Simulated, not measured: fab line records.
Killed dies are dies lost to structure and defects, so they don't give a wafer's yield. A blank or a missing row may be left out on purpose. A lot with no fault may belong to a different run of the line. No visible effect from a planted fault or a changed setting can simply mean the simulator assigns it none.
Which tool did it? / flow n5_finfet / Sampling: 24 lots, 72 wafers, 4 of 1938 route steps

WHAT THE GAUGES READ, wafer by wafer
N5_BEOL_M10_CD_MEAS_35: target cd 70 nm. Usual: cd_nm at 70.1 nm, with a standard deviation of 0.59.
lot=L074; measured=day 11 16:31; on=cd_sem-03; cd_nm (nm)=69.9 70.1 70.4; flag=
lot=L075; measured=day 11 16:41; on=cd_sem-03; cd_nm (nm)=70.7 70.0 70.0; flag=
lot=L078; measured=day 12 00:16; on=cd_sem-01; cd_nm (nm)=68.9 69.5 69.6; flag=
lot=L077; measured=day 12 00:46; on=cd_sem-02; cd_nm (nm)=71.1 71.1 70.5; flag=
lot=L076; measured=day 12 09:52; on=cd_sem-03; cd_nm (nm)=70.8 70.6 69.5; flag=
lot=L079; measured=day 12 13:43; on=cd_sem-03; cd_nm (nm)=69.7 69.9 70.5; flag=
lot=L080; measured=day 12 13:53; on=cd_sem-01; cd_nm (nm)=70.0 69.8 70.4; flag=
lot=L081; measured=day 12 21:48; on=cd_sem-01; cd_nm (nm)=69.7 70.0 70.6; flag=
lot=L082; measured=day 13 11:32; on=cd_sem-03; cd_nm (nm)=69.6 70.7 71.5; flag=
lot=L085; measured=day 13 22:01; on=cd_sem-02; cd_nm (nm)=70.3 70.4 70.2; flag=
lot=L083; measured=day 13 22:12; on=cd_sem-02; cd_nm (nm)=69.2 70.2 70.1; flag=
lot=L086; measured=day 14 01:58; on=cd_sem-03; cd_nm (nm)=69.1 69.6 69.8; flag=
lot=L084; measured=day 14 09:04; on=cd_sem-02; cd_nm (nm)=69.5 70.2 70.8; flag=
lot=L087; measured=day 14 18:11; on=cd_sem-01; cd_nm (nm)=69.7 69.7 70.0; flag=
lot=L088; measured=day 15 18:21; on=cd_sem-01; cd_nm (nm)=69.1 69.4 68.9; flag=
lot=L091; measured=day 15 20:31; on=cd_sem-03; cd_nm (nm)=69.9 69.6 69.3; flag=
lot=L089; measured=day 15 20:53; on=cd_sem-02; cd_nm (nm)=70.0 70.2 70.4; flag=
lot=L090; measured=day 15 20:59; on=cd_sem-03; cd_nm (nm)=70.4 70.0 70.9; flag=
lot=L093; measured=day 15 21:02; on=cd_sem-02; cd_nm (nm)=69.9 70.4 70.2; flag=
lot=L092; measured=day 16 06:04; on=cd_sem-02; cd_nm (nm)=70.4 69.9 70.1; flag=
lot=L094; measured=day 17 00:16; on=cd_sem-03; cd_nm (nm)=70.6 69.7 70.4; flag=
lot=L096; measured=day 17 06:17; on=cd_sem-03; cd_nm (nm)=70.0 70.5 69.5; flag=
lot=L095; measured=day 17 06:44; on=cd_sem-02; cd_nm (nm)=70.7 69.8 68.8; flag=
lot=L097; measured=day 17 09:36; on=cd_sem-03; cd_nm (nm)=69.4 70.0 69.8; flag=

EACH LOT AND THE TOOL THAT RAN IT (in order: tool; ch and the chambers of the sampled wafers; start)
lot=L074; N5_BEOL_M10_VIA_ETCH_34=rie_diel-02 ch 2,3, day 11 16:04; N5_BEOL_M10_STRIP_36=rie_diel-02 ch 2,3, day 11 16:08; N5_BEOL_M10_ETCH_41=rie_diel-02 ch 2,3, day 11 16:31 or earlier
lot=L075; N5_BEOL_M10_VIA_ETCH_34=rie_diel-04 ch 0,1,2, day 11 16:14; N5_BEOL_M10_STRIP_36=rie_diel-04 ch 0,1,2, day 11 16:18; N5_BEOL_M10_ETCH_41=rie_diel-04 ch 0,1,2, day 11 16:41 or earlier
lot=L078; N5_BEOL_M10_VIA_ETCH_34=rie_diel-02 ch 1,2,3, day 11 23:50; N5_BEOL_M10_STRIP_36=rie_diel-02 ch 1,2,3, day 11 23:54; N5_BEOL_M10_ETCH_41=rie_diel-02 ch 1,2,3, day 12 00:16 or earlier
lot=L077; N5_BEOL_M10_VIA_ETCH_34=rie_diel-04 ch 1,3, day 12 00:20; N5_BEOL_M10_STRIP_36=rie_diel-04 ch 1,3, day 12 00:23; N5_BEOL_M10_ETCH_41=rie_diel-04 ch 1,3, day 12 00:46 or earlier
lot=L076; N5_BEOL_M10_VIA_ETCH_34=rie_diel-02 ch 1,2, day 12 09:25; N5_BEOL_M10_STRIP_36=rie_diel-02 ch 1,2, day 12 09:29; N5_BEOL_M10_ETCH_41=rie_diel-02 ch 1,2, day 12 09:52 or earlier
lot=L079; N5_BEOL_M10_VIA_ETCH_34=rie_diel-05 ch 2,3, day 12 13:17; N5_BEOL_M10_STRIP_36=rie_diel-05 ch 2,3, day 12 13:21; N5_BEOL_M10_ETCH_41=rie_diel-05 ch 2,3, day 12 13:43 or earlier
lot=L080; N5_BEOL_M10_VIA_ETCH_34=rie_diel-02 ch 0,3, day 12 13:28; N5_BEOL_M10_STRIP_36=rie_diel-02 ch 0,3, day 12 13:31; N5_BEOL_M10_ETCH_41=rie_diel-02 ch 0,3, day 12 13:53 or earlier
lot=L081; N5_BEOL_M10_VIA_ETCH_34=rie_diel-04 ch 0,1, day 12 21:22; N5_BEOL_M10_STRIP_36=rie_diel-04 ch 0,1, day 12 21:25; N5_BEOL_M10_ETCH_41=rie_diel-04 ch 0,1, day 12 21:48 or earlier
lot=L082; N5_BEOL_M10_VIA_ETCH_34=rie_diel-04 ch 1,2, day 13 11:05; N5_BEOL_M10_STRIP_36=rie_diel-04 ch 1,2, day 13 11:09; N5_BEOL_M10_ETCH_41=rie_diel-04 ch 1,2, day 13 11:32 or earlier
lot=L085; N5_BEOL_M10_VIA_ETCH_34=rie_diel-05 ch 1,2,3, day 13 21:37; N5_BEOL_M10_STRIP_36=rie_diel-05 ch 1,2,3, day 13 21:40; N5_BEOL_M10_ETCH_41=rie_diel-05 ch 1,2,3, day 13 22:01 or earlier
lot=L083; N5_BEOL_M10_VIA_ETCH_34=rie_diel-02 ch 1,2,3, day 13 21:46; N5_BEOL_M10_STRIP_36=rie_diel-02 ch 1,2,3, day 13 21:49; N5_BEOL_M10_ETCH_41=rie_diel-02 ch 1,2,3, day 13 22:12 or earlier
lot=L086; N5_BEOL_M10_VIA_ETCH_34=rie_diel-02 ch 1,3, day 14 01:32; N5_BEOL_M10_STRIP_36=rie_diel-02 ch 1,3, day 14 01:35; N5_BEOL_M10_ETCH_41=rie_diel-02 ch 1,3, day 14 01:58 or earlier
lot=L084; N5_BEOL_M10_VIA_ETCH_34=rie_diel-02 ch 0,3, day 14 08:37; N5_BEOL_M10_STRIP_36=rie_diel-02 ch 0,3, day 14 08:41; N5_BEOL_M10_ETCH_41=rie_diel-02 ch 0,3, day 14 09:04 or earlier
lot=L087; N5_BEOL_M10_VIA_ETCH_34=rie_diel-05 ch 0,1,3, day 14 17:46; N5_BEOL_M10_STRIP_36=rie_diel-05 ch 0,1,3, day 14 17:49; N5_BEOL_M10_ETCH_41=rie_diel-05 ch 0,1,3, day 14 18:11 or earlier
lot=L088; N5_BEOL_M10_VIA_ETCH_34=rie_diel-04 ch 0,2,3, day 15 17:55; N5_BEOL_M10_STRIP_36=rie_diel-04 ch 0,2,3, day 15 17:58; N5_BEOL_M10_ETCH_41=rie_diel-04 ch 0,2,3, day 15 18:21 or earlier
lot=L091; N5_BEOL_M10_VIA_ETCH_34=rie_diel-02 ch 0,3, day 15 20:05; N5_BEOL_M10_STRIP_36=rie_diel-02 ch 0,3, day 15 20:08; N5_BEOL_M10_ETCH_41=rie_diel-02 ch 0,3, day 15 20:31 or earlier
lot=L089; N5_BEOL_M10_VIA_ETCH_34=rie_diel-04 ch 0,1, day 15 20:28; N5_BEOL_M10_STRIP_36=rie_diel-04 ch 0,1, day 15 20:31; N5_BEOL_M10_ETCH_41=rie_diel-04 ch 0,1, day 15 20:53 or earlier
lot=L090; N5_BEOL_M10_VIA_ETCH_34=rie_diel-02 ch 0,3, day 15 20:32; N5_BEOL_M10_STRIP_36=rie_diel-02 ch 0,3, day 15 20:36; N5_BEOL_M10_ETCH_41=rie_diel-02 ch 0,3, day 15 20:59 or earlier
lot=L093; N5_BEOL_M10_VIA_ETCH_34=rie_diel-05 ch 0,1,3, day 15 20:35; N5_BEOL_M10_STRIP_36=rie_diel-05 ch 0,1,3, day 15 20:39; N5_BEOL_M10_ETCH_41=rie_diel-05 ch 0,1,3, day 15 21:02 or earlier
lot=L092; N5_BEOL_M10_VIA_ETCH_34=rie_diel-05 ch 0,2, day 16 05:37; N5_BEOL_M10_STRIP_36=rie_diel-05 ch 0,2, day 16 05:41; N5_BEOL_M10_ETCH_41=rie_diel-05 ch 0,2, day 16 06:04 or earlier
lot=L094; N5_BEOL_M10_VIA_ETCH_34=rie_diel-02 ch 0,2, day 16 23:49; N5_BEOL_M10_STRIP_36=rie_diel-02 ch 0,2, day 16 23:53; N5_BEOL_M10_ETCH_41=rie_diel-02 ch 0,2, day 17 00:16 or earlier
lot=L096; N5_BEOL_M10_VIA_ETCH_34=rie_diel-04 ch 0,1,2, day 17 05:51; N5_BEOL_M10_STRIP_36=rie_diel-04 ch 0,1,2, day 17 05:55; N5_BEOL_M10_ETCH_41=rie_diel-04 ch 0,1,2, day 17 06:17 or earlier
lot=L095; N5_BEOL_M10_VIA_ETCH_34=rie_diel-02 ch 0,2,3, day 17 06:18; N5_BEOL_M10_STRIP_36=rie_diel-02 ch 0,2,3, day 17 06:22; N5_BEOL_M10_ETCH_41=rie_diel-02 ch 0,2,3, day 17 06:44 or earlier
lot=L097; N5_BEOL_M10_VIA_ETCH_34=rie_diel-05 ch 0,1,3, day 17 09:10; N5_BEOL_M10_STRIP_36=rie_diel-05 ch 0,1,3, day 17 09:13; N5_BEOL_M10_ETCH_41=rie_diel-05 ch 0,1,3, day 17 09:36 or earlier
- N5_BEOL_M10_VIA_ETCH_34: etches SiCOH lowk in C4F6/O2, target depth 184.5 nm, time 69.2 s.
- N5_BEOL_M10_STRIP_36: strips in N2/H2.
- N5_BEOL_M10_ETCH_41: etches SiCN in CH3F/O2, target depth 42.6 nm, time 86 s.

WHAT THE TOOLS THEMSELVES READ (means of the sampled wafers that have a number; where no wafer has one, the mark that the record gives instead)
N5_BEOL_M10_VIA_ETCH_34. Usual: drypump_motor_current_A 5.8 A, standard deviation 0.48; oes_product_au 0.81 a.u., standard deviation 0.1; rf_vpp_V 672 V, standard deviation 12; showerhead_plenum_p_Torr 2.88 Torr, standard deviation 0.11; throttle_valve_pct 20.87 %, standard deviation 0.27.
lot=L074; tool=rie_diel-02; drypump_motor_current_A (A)=5.4; oes_product_au (a.u.)=0.74; rf_vpp_V (V)=683; showerhead_plenum_p_Torr (Torr)=2.85; throttle_valve_pct (%)=20.87; flag=
lot=L075; tool=rie_diel-04; drypump_motor_current_A (A)=5.7; oes_product_au (a.u.)=0.73; rf_vpp_V (V)=656; showerhead_plenum_p_Torr (Torr)=2.80; throttle_valve_pct (%)=20.93; flag=
lot=L078; tool=rie_diel-02; drypump_motor_current_A (A)=5.7; oes_product_au (a.u.)=0.73; rf_vpp_V (V)=677; showerhead_plenum_p_Torr (Torr)=2.89; throttle_valve_pct (%)=20.94; flag=
lot=L077; tool=rie_diel-04; drypump_motor_current_A (A)=5.6; oes_product_au (a.u.)=0.68; rf_vpp_V (V)=668; showerhead_plenum_p_Torr (Torr)=2.93; throttle_valve_pct (%)=21.35; flag=
lot=L076; tool=rie_diel-02; drypump_motor_current_A (A)=6.0; oes_product_au (a.u.)=0.72; rf_vpp_V (V)=669; showerhead_plenum_p_Torr (Torr)=2.94; throttle_valve_pct (%)=21.02; flag=
lot=L079; tool=rie_diel-05; drypump_motor_current_A (A)=5.7; oes_product_au (a.u.)=0.71; rf_vpp_V (V)=670; showerhead_plenum_p_Torr (Torr)=2.87; throttle_valve_pct (%)=20.83; flag=
lot=L080; tool=rie_diel-02; drypump_motor_current_A (A)=5.5; oes_product_au (a.u.)=0.85; rf_vpp_V (V)=682; showerhead_plenum_p_Torr (Torr)=2.95; throttle_valve_pct (%)=20.67; flag=
lot=L081; tool=rie_diel-04; drypump_motor_current_A (A)=5.4; oes_product_au (a.u.)=0.71; rf_vpp_V (V)=662; showerhead_plenum_p_Torr (Torr)=2.87; throttle_valve_pct (%)=21.13; flag=
lot=L082; tool=rie_diel-04; drypump_motor_current_A (A)=5.5; oes_product_au (a.u.)=0.69; rf_vpp_V (V)=665; showerhead_plenum_p_Torr (Torr)=2.86; throttle_valve_pct (%)=21.26; flag=
lot=L085; tool=rie_diel-05; drypump_motor_current_A (A)=6.0; oes_product_au (a.u.)=0.77; rf_vpp_V (V)=673; showerhead_plenum_p_Torr (Torr)=2.92; throttle_valve_pct (%)=20.91; flag=
lot=L083; tool=rie_diel-02; drypump_motor_current_A (A)=5.7; oes_product_au (a.u.)=0.81; rf_vpp_V (V)=676; showerhead_plenum_p_Torr (Torr)=2.89; throttle_valve_pct (%)=20.83; flag=
lot=L086; tool=rie_diel-02; drypump_motor_current_A (A)=5.5; oes_product_au (a.u.)=0.78; rf_vpp_V (V)=670; showerhead_plenum_p_Torr (Torr)=2.86; throttle_valve_pct (%)=20.88; flag=
lot=L084; tool=rie_diel-02; drypump_motor_current_A (A)=5.5; oes_product_au (a.u.)=0.92; rf_vpp_V (V)=680; showerhead_plenum_p_Torr (Torr)=2.94; throttle_valve_pct (%)=20.56; flag=
lot=L087; tool=rie_diel-05; drypump_motor_current_A (A)=6.1; oes_product_au (a.u.)=0.86; rf_vpp_V (V)=677; showerhead_plenum_p_Torr (Torr)=2.88; throttle_valve_pct (%)=20.99; flag=
lot=L088; tool=rie_diel-04; drypump_motor_current_A (A)=5.8; oes_product_au (a.u.)=0.79; rf_vpp_V (V)=656; showerhead_plenum_p_Torr (Torr)=2.78; throttle_valve_pct (%)=20.86; flag=
lot=L091; tool=rie_diel-02; drypump_motor_current_A (A)=5.5; oes_product_au (a.u.)=0.87; rf_vpp_V (V)=681; showerhead_plenum_p_Torr (Torr)=2.93; throttle_valve_pct (%)=20.60; flag=
lot=L089; tool=rie_diel-04; drypump_motor_current_A (A)=5.4; oes_product_au (a.u.)=0.85; rf_vpp_V (V)=662; showerhead_plenum_p_Torr (Torr)=2.86; throttle_valve_pct (%)=20.97; flag=
lot=L090; tool=rie_diel-02; drypump_motor_current_A (A)=5.5; oes_product_au (a.u.)=0.87; rf_vpp_V (V)=680; showerhead_plenum_p_Torr (Torr)=2.93; throttle_valve_pct (%)=20.58; flag=
lot=L093; tool=rie_diel-05; drypump_motor_current_A (A)=6.1; oes_product_au (a.u.)=0.84; rf_vpp_V (V)=677; showerhead_plenum_p_Torr (Torr)=2.88; throttle_valve_pct (%)=21.00; flag=
lot=L092; tool=rie_diel-05; drypump_motor_current_A (A)=5.6; oes_product_au (a.u.)=0.95; rf_vpp_V (V)=679; showerhead_plenum_p_Torr (Torr)=2.83; throttle_valve_pct (%)=20.74; flag=
lot=L094; tool=rie_diel-02; drypump_motor_current_A (A)=6.2; oes_product_au (a.u.)=0.79; rf_vpp_V (V)=682; showerhead_plenum_p_Torr (Torr)=2.98; throttle_valve_pct (%)=20.86; flag=
lot=L096; tool=rie_diel-04; drypump_motor_current_A (A)=5.6; oes_product_au (a.u.)=0.85; rf_vpp_V (V)=660; showerhead_plenum_p_Torr (Torr)=2.89; throttle_valve_pct (%)=20.76; flag=
lot=L095; tool=rie_diel-02; drypump_motor_current_A (A)=5.7; oes_product_au (a.u.)=0.83; rf_vpp_V (V)=681; showerhead_plenum_p_Torr (Torr)=2.91; throttle_valve_pct (%)=20.71; flag=
lot=L097; tool=rie_diel-05; drypump_motor_current_A (A)=6.1; oes_product_au (a.u.)=0.82; rf_vpp_V (V)=677; showerhead_plenum_p_Torr (Torr)=2.87; throttle_valve_pct (%)=21.02; flag=

N5_BEOL_M10_STRIP_36. Usual: drypump_motor_current_A 5.8 A, standard deviation 0.48; oes_product_au 0.81 a.u., standard deviation 0.11; rf_vpp_V 59.0 V, standard deviation 1.9; showerhead_plenum_p_Torr 2.58 Torr, standard deviation 0.094; throttle_valve_pct 23.63 %, standard deviation 0.27.
lot=L074; tool=rie_diel-02; drypump_motor_current_A (A)=5.4; oes_product_au (a.u.)=0.72; rf_vpp_V (V)=58.4; showerhead_plenum_p_Torr (Torr)=2.57; throttle_valve_pct (%)=23.72; flag=
lot=L075; tool=rie_diel-04; drypump_motor_current_A (A)=5.7; oes_product_au (a.u.)=0.73; rf_vpp_V (V)=56.8; showerhead_plenum_p_Torr (Torr)=2.49; throttle_valve_pct (%)=23.60; flag=
lot=L078; tool=rie_diel-02; drypump_motor_current_A (A)=5.7; oes_product_au (a.u.)=0.73; rf_vpp_V (V)=58.3; showerhead_plenum_p_Torr (Torr)=2.60; throttle_valve_pct (%)=23.77; flag=
lot=L077; tool=rie_diel-04; drypump_motor_current_A (A)=5.6; oes_product_au (a.u.)=0.68; rf_vpp_V (V)=59.4; showerhead_plenum_p_Torr (Torr)=2.62; throttle_valve_pct (%)=24.00; flag=
lot=L076; tool=rie_diel-02; drypump_motor_current_A (A)=6.0; oes_product_au (a.u.)=0.71; rf_vpp_V (V)=60.0; showerhead_plenum_p_Torr (Torr)=2.64; throttle_valve_pct (%)=23.82; flag=
lot=L079; tool=rie_diel-05; drypump_motor_current_A (A)=5.7; oes_product_au (a.u.)=0.70; rf_vpp_V (V)=60.3; showerhead_plenum_p_Torr (Torr)=2.58; throttle_valve_pct (%)=23.75; flag=
lot=L080; tool=rie_diel-02; drypump_motor_current_A (A)=5.5; oes_product_au (a.u.)=0.85; rf_vpp_V (V)=57.4; showerhead_plenum_p_Torr (Torr)=2.63; throttle_valve_pct (%)=23.48; flag=
lot=L081; tool=rie_diel-04; drypump_motor_current_A (A)=5.4; oes_product_au (a.u.)=0.71; rf_vpp_V (V)=60.5; showerhead_plenum_p_Torr (Torr)=2.55; throttle_valve_pct (%)=23.67; flag=
lot=L082; tool=rie_diel-04; drypump_motor_current_A (A)=5.6; oes_product_au (a.u.)=0.68; rf_vpp_V (V)=57.9; showerhead_plenum_p_Torr (Torr)=2.54; throttle_valve_pct (%)=23.93; flag=
lot=L085; tool=rie_diel-05; drypump_motor_current_A (A)=6.0; oes_product_au (a.u.)=0.77; rf_vpp_V (V)=59.9; showerhead_plenum_p_Torr (Torr)=2.60; throttle_valve_pct (%)=23.70; flag=
lot=L083; tool=rie_diel-02; drypump_motor_current_A (A)=5.7; oes_product_au (a.u.)=0.81; rf_vpp_V (V)=60.3; showerhead_plenum_p_Torr (Torr)=2.60; throttle_valve_pct (%)=23.64; flag=
lot=L086; tool=rie_diel-02; drypump_motor_current_A (A)=5.5; oes_product_au (a.u.)=0.77; rf_vpp_V (V)=58.3; showerhead_plenum_p_Torr (Torr)=2.58; throttle_valve_pct (%)=23.74; flag=
lot=L084; tool=rie_diel-02; drypump_motor_current_A (A)=5.5; oes_product_au (a.u.)=0.92; rf_vpp_V (V)=58.4; showerhead_plenum_p_Torr (Torr)=2.62; throttle_valve_pct (%)=23.34; flag=
lot=L087; tool=rie_diel-05; drypump_motor_current_A (A)=6.0; oes_product_au (a.u.)=0.88; rf_vpp_V (V)=58.8; showerhead_plenum_p_Torr (Torr)=2.56; throttle_valve_pct (%)=23.69; flag=
lot=L088; tool=rie_diel-04; drypump_motor_current_A (A)=5.8; oes_product_au (a.u.)=0.78; rf_vpp_V (V)=58.5; showerhead_plenum_p_Torr (Torr)=2.48; throttle_valve_pct (%)=23.68; flag=
lot=L091; tool=rie_diel-02; drypump_motor_current_A (A)=5.5; oes_product_au (a.u.)=0.89; rf_vpp_V (V)=58.8; showerhead_plenum_p_Torr (Torr)=2.61; throttle_valve_pct (%)=23.36; flag=
lot=L089; tool=rie_diel-04; drypump_motor_current_A (A)=5.4; oes_product_au (a.u.)=0.87; rf_vpp_V (V)=58.1; showerhead_plenum_p_Torr (Torr)=2.54; throttle_valve_pct (%)=23.61; flag=
lot=L090; tool=rie_diel-02; drypump_motor_current_A (A)=5.5; oes_product_au (a.u.)=0.87; rf_vpp_V (V)=60.0; showerhead_plenum_p_Torr (Torr)=2.61; throttle_valve_pct (%)=23.38; flag=
lot=L093; tool=rie_diel-05; drypump_motor_current_A (A)=6.1; oes_product_au (a.u.)=0.85; rf_vpp_V (V)=59.3; showerhead_plenum_p_Torr (Torr)=2.56; throttle_valve_pct (%)=23.70; flag=
lot=L092; tool=rie_diel-05; drypump_motor_current_A (A)=5.6; oes_product_au (a.u.)=0.95; rf_vpp_V (V)=60.0; showerhead_plenum_p_Torr (Torr)=2.54; throttle_valve_pct (%)=23.60; flag=
lot=L094; tool=rie_diel-02; drypump_motor_current_A (A)=6.2; oes_product_au (a.u.)=0.78; rf_vpp_V (V)=60.2; showerhead_plenum_p_Torr (Torr)=2.66; throttle_valve_pct (%)=23.59; flag=
lot=L096; tool=rie_diel-04; drypump_motor_current_A (A)=5.7; oes_product_au (a.u.)=0.85; rf_vpp_V (V)=58.9; showerhead_plenum_p_Torr (Torr)=2.58; throttle_valve_pct (%)=23.48; flag=
lot=L095; tool=rie_diel-02; drypump_motor_current_A (A)=5.7; oes_product_au (a.u.)=0.83; rf_vpp_V (V)=59.3; showerhead_plenum_p_Torr (Torr)=2.61; throttle_valve_pct (%)=23.50; flag=
lot=L097; tool=rie_diel-05; drypump_motor_current_A (A)=6.1; oes_product_au (a.u.)=0.83; rf_vpp_V (V)=56.7; showerhead_plenum_p_Torr (Torr)=2.56; throttle_valve_pct (%)=23.71; flag=

N5_BEOL_M10_ETCH_41. Usual: drypump_motor_current_A 5.8 A, standard deviation 0.48; oes_product_au 0.81 a.u., standard deviation 0.1; rf_vpp_V 297.8 V, standard deviation 1.7; showerhead_plenum_p_Torr 2.03 Torr, standard deviation 0.079; throttle_valve_pct 16.28 %, standard deviation 0.26.
lot=L074; tool=rie_diel-02; drypump_motor_current_A (A)=5.4; oes_product_au (a.u.)=0.74; rf_vpp_V (V)=297.5; showerhead_plenum_p_Torr (Torr)=2.01; throttle_valve_pct (%)=16.34; flag=
lot=L075; tool=rie_diel-04; drypump_motor_current_A (A)=5.6; oes_product_au (a.u.)=0.72; rf_vpp_V (V)=296.4; showerhead_plenum_p_Torr (Torr)=1.97; throttle_valve_pct (%)=16.38; flag=
lot=L078; tool=rie_diel-02; drypump_motor_current_A (A)=5.7; oes_product_au (a.u.)=0.73; rf_vpp_V (V)=298.5; showerhead_plenum_p_Torr (Torr)=2.04; throttle_valve_pct (%)=16.40; flag=
lot=L077; tool=rie_diel-04; drypump_motor_current_A (A)=5.6; oes_product_au (a.u.)=0.68; rf_vpp_V (V)=298.2; showerhead_plenum_p_Torr (Torr)=2.06; throttle_valve_pct (%)=16.79; flag=
lot=L076; tool=rie_diel-02; drypump_motor_current_A (A)=6.0; oes_product_au (a.u.)=0.71; rf_vpp_V (V)=298.2; showerhead_plenum_p_Torr (Torr)=2.07; throttle_valve_pct (%)=16.47; flag=
lot=L079; tool=rie_diel-05; drypump_motor_current_A (A)=5.7; oes_product_au (a.u.)=0.71; rf_vpp_V (V)=298.4; showerhead_plenum_p_Torr (Torr)=2.02; throttle_valve_pct (%)=16.31; flag=
lot=L080; tool=rie_diel-02; drypump_motor_current_A (A)=5.5; oes_product_au (a.u.)=0.84; rf_vpp_V (V)=298.4; showerhead_plenum_p_Torr (Torr)=2.07; throttle_valve_pct (%)=16.10; flag=
lot=L081; tool=rie_diel-04; drypump_motor_current_A (A)=5.4; oes_product_au (a.u.)=0.70; rf_vpp_V (V)=296.5; showerhead_plenum_p_Torr (Torr)=2.02; throttle_valve_pct (%)=16.57; flag=
lot=L082; tool=rie_diel-04; drypump_motor_current_A (A)=5.6; oes_product_au (a.u.)=0.69; rf_vpp_V (V)=296.8; showerhead_plenum_p_Torr (Torr)=2.01; throttle_valve_pct (%)=16.68; flag=
lot=L085; tool=rie_diel-05; drypump_motor_current_A (A)=6.0; oes_product_au (a.u.)=0.78; rf_vpp_V (V)=298.5; showerhead_plenum_p_Torr (Torr)=2.05; throttle_valve_pct (%)=16.32; flag=
lot=L083; tool=rie_diel-02; drypump_motor_current_A (A)=5.7; oes_product_au (a.u.)=0.82; rf_vpp_V (V)=297.6; showerhead_plenum_p_Torr (Torr)=2.03; throttle_valve_pct (%)=16.26; flag=
lot=L086; tool=rie_diel-02; drypump_motor_current_A (A)=5.5; oes_product_au (a.u.)=0.77; rf_vpp_V (V)=297.5; showerhead_plenum_p_Torr (Torr)=2.01; throttle_valve_pct (%)=16.36; flag=
lot=L084; tool=rie_diel-02; drypump_motor_current_A (A)=5.5; oes_product_au (a.u.)=0.91; rf_vpp_V (V)=299.0; showerhead_plenum_p_Torr (Torr)=2.07; throttle_valve_pct (%)=15.94; flag=
lot=L087; tool=rie_diel-05; drypump_motor_current_A (A)=6.1; oes_product_au (a.u.)=0.86; rf_vpp_V (V)=297.6; showerhead_plenum_p_Torr (Torr)=2.03; throttle_valve_pct (%)=16.36; flag=
lot=L088; tool=rie_diel-04; drypump_motor_current_A (A)=5.8; oes_product_au (a.u.)=0.78; rf_vpp_V (V)=296.6; showerhead_plenum_p_Torr (Torr)=1.95; throttle_valve_pct (%)=16.28; flag=
lot=L091; tool=rie_diel-02; drypump_motor_current_A (A)=5.5; oes_product_au (a.u.)=0.88; rf_vpp_V (V)=299.0; showerhead_plenum_p_Torr (Torr)=2.06; throttle_valve_pct (%)=15.98; flag=
lot=L089; tool=rie_diel-04; drypump_motor_current_A (A)=5.4; oes_product_au (a.u.)=0.85; rf_vpp_V (V)=298.0; showerhead_plenum_p_Torr (Torr)=2.01; throttle_valve_pct (%)=16.31; flag=
lot=L090; tool=rie_diel-02; drypump_motor_current_A (A)=5.5; oes_product_au (a.u.)=0.87; rf_vpp_V (V)=297.7; showerhead_plenum_p_Torr (Torr)=2.06; throttle_valve_pct (%)=15.99; flag=
lot=L093; tool=rie_diel-05; drypump_motor_current_A (A)=6.1; oes_product_au (a.u.)=0.85; rf_vpp_V (V)=297.6; showerhead_plenum_p_Torr (Torr)=2.02; throttle_valve_pct (%)=16.36; flag=
lot=L092; tool=rie_diel-05; drypump_motor_current_A (A)=5.5; oes_product_au (a.u.)=0.95; rf_vpp_V (V)=297.9; showerhead_plenum_p_Torr (Torr)=1.99; throttle_valve_pct (%)=16.12; flag=
lot=L094; tool=rie_diel-02; drypump_motor_current_A (A)=6.2; oes_product_au (a.u.)=0.79; rf_vpp_V (V)=299.8; showerhead_plenum_p_Torr (Torr)=2.10; throttle_valve_pct (%)=16.26; flag=
lot=L096; tool=rie_diel-04; drypump_motor_current_A (A)=5.6; oes_product_au (a.u.)=0.84; rf_vpp_V (V)=297.6; showerhead_plenum_p_Torr (Torr)=2.03; throttle_valve_pct (%)=16.14; flag=
lot=L095; tool=rie_diel-02; drypump_motor_current_A (A)=5.7; oes_product_au (a.u.)=0.82; rf_vpp_V (V)=298.7; showerhead_plenum_p_Torr (Torr)=2.05; throttle_valve_pct (%)=16.12; flag=
lot=L097; tool=rie_diel-05; drypump_motor_current_A (A)=6.1; oes_product_au (a.u.)=0.82; rf_vpp_V (V)=297.3; showerhead_plenum_p_Torr (Torr)=2.02; throttle_valve_pct (%)=16.39; flag=

THE ANSWER, worked out from the rows above alone
Rule: a lot is off if the mean of its wafers that have a number lies more than 3 standard deviations from the usual mean. Also off: a lot with no number at a reading for which 4 or more lots have one. Any other lot the step has rows for is counted as sound. First the gauges in route order, then the tools' own readings, where a lot's mean is used as printed above. The first step at which some lot is off is used, and at that step the reading that is off furthest; a lot without a number counts as furthest.
Nothing can be told from this: no lot is off at any reading shown.

WHAT THE SIMULATOR HAD INSERTED
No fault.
